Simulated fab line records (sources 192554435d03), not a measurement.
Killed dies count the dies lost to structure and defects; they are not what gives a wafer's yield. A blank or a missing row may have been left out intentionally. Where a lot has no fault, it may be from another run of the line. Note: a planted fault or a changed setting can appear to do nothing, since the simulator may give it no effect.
Which of the tools did it? | flow n5_finfet | 12 lots with 36 wafers sampled at 5 steps, on a route of 1938 steps

WHAT THE GAUGES READ, wafer by wafer
No reading from a measuring or inspecting step in the record can be judged against a usual standard deviation.

WHICH TOOL RAN EACH LOT (tool, then ch and the chambers of the sampled wafers, then the start)
lot  | N5_GATE_CUT_CUT_ETCH_55           | N5_GATE_CUT_VAPOR_ETCH_49         | N5_GATE_CUT_CMP_23           | N5_GATE_CUT_CMP_61           | N5_PASSIVATION_PROBE_49
L429 | rie_metal-03 ch 0,1, day 4 16:12  | rie_metal-03 ch 0,1, day 4 16:17  | cmp-01 ch 0,1, day 4 22:02   | cmp-02 ch 0,2,3, day 4 22:52 | prober-02, day 11 22:47
L430 | rie_metal-01 ch 0,1, day 4 21:14  | rie_metal-01 ch 0,1, day 4 21:20  | cmp-03 ch 2,3, day 5 01:45   | cmp-01 ch 0,3, day 5 02:34   | prober-02, day 12 13:12
L431 | rie_metal-02 ch 1, day 5 05:14    | rie_metal-02 ch 1, day 5 05:20    | cmp-03 ch 0,2, day 5 07:03   | cmp-03 ch 1,2, day 5 07:53   | -
L432 | rie_metal-02 ch 0,1, day 5 12:17  | rie_metal-02 ch 0,1, day 5 12:23  | cmp-03 ch 0,2,3, day 5 14:09 | cmp-02 ch 1,2,3, day 5 14:55 | -
L437 | rie_metal-02 ch 0,1, day 6 15:10  | rie_metal-02 ch 0,1, day 6 15:16  | cmp-01 ch 0,1,2, day 6 17:01 | cmp-01 ch 0,1,3, day 6 17:51 | -
L436 | rie_metal-01 ch 0, day 6 16:21    | rie_metal-01 ch 0, day 6 16:26    | cmp-03 ch 0,1, day 6 18:32   | cmp-01 ch 2,3, day 6 19:34   | prober-02, day 14 16:08
L439 | rie_metal-03 ch 0,1, day 7 01:06  | rie_metal-03 ch 0,1, day 7 01:11  | cmp-02 ch 0,3, day 7 02:55   | cmp-02 ch 1,2, day 7 03:44   | prober-02, day 14 16:54
L440 | rie_metal-02 ch 0, day 7 15:09    | rie_metal-02 ch 0, day 7 15:20    | cmp-02 ch 0,1, day 7 17:14   | cmp-03 ch 0,2,3, day 7 18:05 | prober-02, day 15 22:37
L441 | rie_metal-01 ch 1, day 7 18:55    | rie_metal-01 ch 1, day 7 19:01    | cmp-02 ch 0,1,3, day 7 20:46 | cmp-02 ch 1,2, day 7 21:32   | prober-02, day 14 23:43
L444 | rie_metal-03 ch 0,1, day 8 06:16  | rie_metal-03 ch 0,1, day 8 06:22  | cmp-02 ch 0,1,2, day 8 08:05 | cmp-03 ch 0,2,3, day 8 08:53 | prober-02, day 16 04:29
L447 | rie_metal-01 ch 0,1, day 9 05:41  | rie_metal-01 ch 0,1, day 9 05:47  | cmp-01 ch 0,1,3, day 9 07:30 | cmp-03 ch 0,1,2, day 9 08:19 | -
L452 | rie_metal-02 ch 0,1, day 10 06:53 | rie_metal-02 ch 0,1, day 10 06:59 | cmp-01 ch 2,3, day 10 08:43  | cmp-01 ch 2,3, day 10 09:32  | -
- N5_GATE_CUT_CUT_ETCH_55: etches HfO2 in BCl3, target depth 3.2 nm.
- N5_GATE_CUT_VAPOR_ETCH_49: etches TiAlC in BCl3/Cl2.
- N5_GATE_CUT_CMP_23: polishes, stops on SiO2, t overpolish 23.4 s, target thk 16 nm.
- N5_GATE_CUT_CMP_61: polishes, stops on SiNx, t overpolish 3 s.
- N5_PASSIVATION_PROBE_49

AS READ BY THE TOOLS THEMSELVES (means over the sampled wafers that have a number; for cases with no such wafer, the mark the record gives instead)
N5_GATE_CUT_CUT_ETCH_55. Usual: drypump_motor_current_A 5.7 A, standard deviation 0.53; he_backside_leak_sccm 3.4 sccm, standard deviation 0.33; oes_product_au 0.68 a.u., standard deviation 0.074; throttle_valve_pct 33.2 %, standard deviation 0.46.
lot  | tool         | drypump_motor_current_A (A) | he_backside_leak_sccm (sccm) | oes_product_au (a.u.) | throttle_valve_pct (%) | flag
L429 | rie_metal-03 | 5.6                         | 3.5                          | 0.71                  | 33.0                   |
L430 | rie_metal-01 | 6.0                         | 3.2                          | 0.73                  | 33.3                   |
L431 | rie_metal-02 | 5.8                         | 3.4                          | 0.58                  | 32.5                   |
L432 | rie_metal-02 | 5.4                         | 3.3                          | 0.61                  | 33.4                   |
L437 | rie_metal-02 | 5.6                         | 3.5                          | 0.59                  | 32.9                   |
L436 | rie_metal-01 | 6.1                         | 3.3                          | 0.73                  | 33.7                   |
L439 | rie_metal-03 | 5.6                         | 3.4                          | 0.70                  | 33.0                   |
L440 | rie_metal-02 | 5.1                         | 3.2                          | 0.62                  | 33.8                   |
L441 | rie_metal-01 | 5.8                         | 3.9                          | 0.67                  | 32.4                   |
L444 | rie_metal-03 | 6.0                         | 3.5                          | 0.68                  | 33.1                   |
L447 | rie_metal-01 | 6.0                         | 3.4                          | 0.70                  | 33.3                   |
L452 | rie_metal-02 | 5.3                         | 3.2                          | 0.72                  | 33.6                   |

N5_GATE_CUT_VAPOR_ETCH_49. Usual: drypump_motor_current_A 5.7 A, standard deviation 0.53; he_backside_leak_sccm 3.43 sccm, standard deviation 0.29; oes_product_au 0.67 a.u., standard deviation 0.075.
lot  | tool         | drypump_motor_current_A (A) | he_backside_leak_sccm (sccm) | oes_product_au (a.u.) | flag
L429 | rie_metal-03 | 5.6                         | 3.51                         | 0.70                  |
L430 | rie_metal-01 | 6.0                         | 3.37                         | 0.72                  |
L431 | rie_metal-02 | 5.9                         | 3.81                         | 0.58                  |
L432 | rie_metal-02 | 5.3                         | 3.41                         | 0.62                  |
L437 | rie_metal-02 | 5.6                         | 3.90                         | 0.59                  |
L436 | rie_metal-01 | 6.1                         | 3.10                         | 0.73                  |
L439 | rie_metal-03 | 5.6                         | 3.43                         | 0.70                  |
L440 | rie_metal-02 | 5.1                         | 3.23                         | 0.62                  |
L441 | rie_metal-01 | 5.8                         | 3.60                         | 0.67                  |
L444 | rie_metal-03 | 6.0                         | 3.45                         | 0.66                  |
L447 | rie_metal-01 | 6.0                         | 3.25                         | 0.69                  |
L452 | rie_metal-02 | 5.4                         | 3.27                         | 0.71                  |

N5_GATE_CUT_CMP_23. Usual: motor_current_A 9.2 A, standard deviation 1.2; overpolish_run_s 23.401 s, standard deviation 0.0091; platen_rpm 51.81 rpm, standard deviation 0.038; time_to_endpoint_s 19.3 s, standard deviation 2.6.
lot  | tool   | motor_current_A (A) | overpolish_run_s (s) | platen_rpm (rpm) | time_to_endpoint_s (s) | flag
L429 | cmp-01 | 8.9                 | 23.413               | 51.77            | 17.0                   |
L430 | cmp-03 | 10.4                | 23.399               | 51.80            | 17.3                   |
L431 | cmp-03 | 10.6                | 23.401               | 51.85            | 18.5                   |
L432 | cmp-03 | 9.8                 | 23.398               | 53.87            | 17.7                   | OFF
L437 | cmp-01 | 9.1                 | 23.408               | 51.78            | 19.2                   |
L436 | cmp-03 | 9.3                 | 23.408               | 53.91            | 19.7                   | OFF
L439 | cmp-02 | 8.7                 | 23.407               | 51.82            | 23.4                   |
L440 | cmp-02 | 9.9                 | 23.395               | 51.81            | 19.7                   |
L441 | cmp-02 | 9.6                 | 23.398               | 51.82            | 19.4                   |
L444 | cmp-02 | 8.6                 | 23.395               | 51.78            | 17.9                   |
L447 | cmp-01 | 9.3                 | 23.394               | 51.81            | 21.8                   |
L452 | cmp-01 | 9.0                 | 23.397               | 51.81            | 19.3                   |

N5_GATE_CUT_CMP_61. Usual: motor_current_A 12.2 A, standard deviation 1.5; platen_rpm 27.089 rpm, standard deviation 0.02.
lot  | tool   | motor_current_A (A) | platen_rpm (rpm) | flag
L429 | cmp-02 | 10.6                | 27.091           |
L430 | cmp-01 | 13.4                | 27.097           |
L431 | cmp-03 | 13.5                | 27.089           |
L432 | cmp-02 | 11.6                | 27.084           |
L437 | cmp-01 | 12.5                | 27.079           |
L436 | cmp-01 | 11.7                | 27.093           |
L439 | cmp-02 | 10.5                | 27.071           |
L440 | cmp-03 | 13.0                | 27.095           |
L441 | cmp-02 | 11.0                | 27.093           |
L444 | cmp-03 | 12.6                | 27.091           |
L447 | cmp-03 | 13.4                | 27.077           |
L452 | cmp-01 | 11.8                | 27.091           |

N5_PASSIVATION_PROBE_49. Usual: killed_at_M0_to_M3 34, standard deviation 11; killed_at_M4_up 13, standard deviation 5.2; killed_at_contacts 13, standard deviation 6.3; killed_at_front_end 40, standard deviation 14; killed_at_other 3.2, standard deviation 2.4; killed_dies 104, standard deviation 19; killed_open 69, standard deviation 14; killed_short 32, standard deviation 7.5.
lot  | tool      | killed_at_M0_to_M3 | killed_at_M4_up | killed_at_contacts | killed_at_front_end | killed_at_other | killed_dies | killed_open | killed_short | flag
L429 | prober-02 | 20                 | 11              | 18                 | 24                  | 3.0             | 76          | 47          | 27           |
L430 | prober-02 | 19                 | 11              | 14                 | 60                  | 2.0             | 106         | 72          | 31           |
L436 | prober-02 | 26                 | 9               | 19                 | 31                  | 4.3             | 90          | 61          | 27           |
L439 | prober-02 | 34                 | 12              | 14                 | 54                  | 4.3             | 118         | 74          | 42           |
L440 | prober-02 | 26                 | 12              | 17                 | 34                  | 1.3             | 91          | 56          | 33           |
L441 | prober-02 | 29                 | 19              | 13                 | 46                  | 4.3             | 112         | 78          | 32           |
L444 | prober-02 | 51                 | 14              | 16                 | 37                  | 3.7             | 121         | 79          | 39           |

THE ANSWER, worked out from the rows above alone
Rule: a lot is off if the mean of its wafers that have a number lies more than 3 standard deviations from the usual mean. A lot without any number at a reading at which 4 lots or more have one is off too. Any other lot the step has rows for is counted as sound. Order of review: gauges by route order, followed by the tools' own readings, for which a lot's mean as printed above is used. At the first step where some lot is off, the reading lying furthest off is the one used; lots without a number count as furthest.
Off: L432, L436 (N5_GATE_CUT_CMP_23, platen_rpm).
A tool fits if, at that step or a process step before it, it ran every lot that is off, and no sound lot after the first of them. One fits: cmp-03 at N5_GATE_CUT_CMP_23. Its last sound lot is L431 (day 5 07:03), its first lot that is off L432 (day 5 14:09): a fault that began between those two fits.
On the lots that are off, the tool's own readings at N5_GATE_CUT_CMP_23 differ by more than 5 times the standard deviation of the sound lots' means, which bears it out; platen_rpm reads 53.89 rpm there versus 51.80 rpm on the sound lots.

WHAT THE SIMULATOR HAD PUT IN
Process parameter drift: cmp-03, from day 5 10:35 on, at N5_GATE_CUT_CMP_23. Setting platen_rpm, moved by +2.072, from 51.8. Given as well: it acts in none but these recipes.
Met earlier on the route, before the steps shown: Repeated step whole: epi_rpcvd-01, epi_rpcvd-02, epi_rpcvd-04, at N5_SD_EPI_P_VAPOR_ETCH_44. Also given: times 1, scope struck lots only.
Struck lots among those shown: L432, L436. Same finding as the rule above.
